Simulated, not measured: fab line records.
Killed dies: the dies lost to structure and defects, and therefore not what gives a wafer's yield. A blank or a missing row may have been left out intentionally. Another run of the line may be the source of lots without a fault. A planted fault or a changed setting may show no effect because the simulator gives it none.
Code-filled problem report in 8D (eight disciplines) form + flow n5Finfet + the parts of the form that need people (team, actions taken, sign-off) are left out

1. THE PROBLEM
Mean of spinSpeedRpm at N5_SD_EPI_N_COAT_32: 1637.1 rpm across 6 wafers in 2 lots; on wafers with no fault it is 1499.7 rpm (standard deviation 0.98). So: +99 or more standard deviations from the usual mean.
The step: time 60 s, resist thk 350 nm.
Seen first at day 5 03:23 on lithoTrack-02, wafer L118.1. At this step, 30 wafers from 10 lots have a number in the record. Rule for "out", or "out of limits": more than 4 standard deviations from the usual mean. The rest of the wafers with a number are treated as sound.

2. WHAT IT IS, WHAT IT ISN'T
| question                    | is                     | is not                                                                                      |
|-----------------------------|------------------------|---------------------------------------------------------------------------------------------|
| which readings at this step | spinSpeedRpm           | -                                                                                           |
| which lots                  | L118, L122             | L110, L111, L114, L127, L129, L130, L132, L133                                              |
| which wafers of those lots  | all that have a number | -                                                                                           |
| read on which tools         | lithoTrack-02          | lithoTrack-03, lithoTrack-05                                                                |
| when                        | from day 5 03:23       | up to then (9 sound wafers); but 15 sound wafers of L127, L129, L130, L132, L133 came after |

3. WHAT RULES OUT EACH SUSPECT
Counting: a tool at any process step up to the reading remains a suspect when it ran all the lots that are out and ran no sound lot after the first of those.
- lithoTrack-02 at N5_SD_EPI_N_COAT_32 (time 60 s, resist thk 350 nm): ruled out as a lasting fault. After its first lot that is out, L118 (day 5 03:23), sound lots L133 ran on it.
Left after counting: nothing in the record.

4. THE CAUSE (what the simulator had put in)
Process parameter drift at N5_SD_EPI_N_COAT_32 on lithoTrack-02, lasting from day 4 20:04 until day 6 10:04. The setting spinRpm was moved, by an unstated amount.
Counting ruled it out, wrongly.

5. SEQUENCE OF EFFECTS, ordered by route
Rows list readings where the struck wafers' mean (over those with a number) sits beyond 3 standard deviations from the usual. Only readings for which the record gives a usual standard deviation are gone through. hours: the time from each lot's start at the first step in this table that gives one to its start at this step, as a median over the lots. sigmas: the change in usual standard deviations.
| hours | step                | reading      | usual      | on struck wafers | change | sigmas      |
|-------|---------------------|--------------|------------|------------------|--------|-------------|
| 0     | N5_SD_EPI_N_COAT_32 | spinSpeedRpm | 1499.7 rpm | 1637.1           | +137.4 | +99 or more |
The process steps in it:
- N5_SD_EPI_N_COAT_32: time 60 s, resist thk 350 nm.
At these later measuring or inspecting steps, every struck wafer for which the step has a row has a number for every such reading, and none has moved that far: N5_BEOL_M4_RC_MEAS_101.

6. HOW IT WOULD HAVE BEEN CAUGHT EARLIER
The fault began at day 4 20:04; the first out-of-limits reading in this record came at day 5 03:23, 7 hours later.
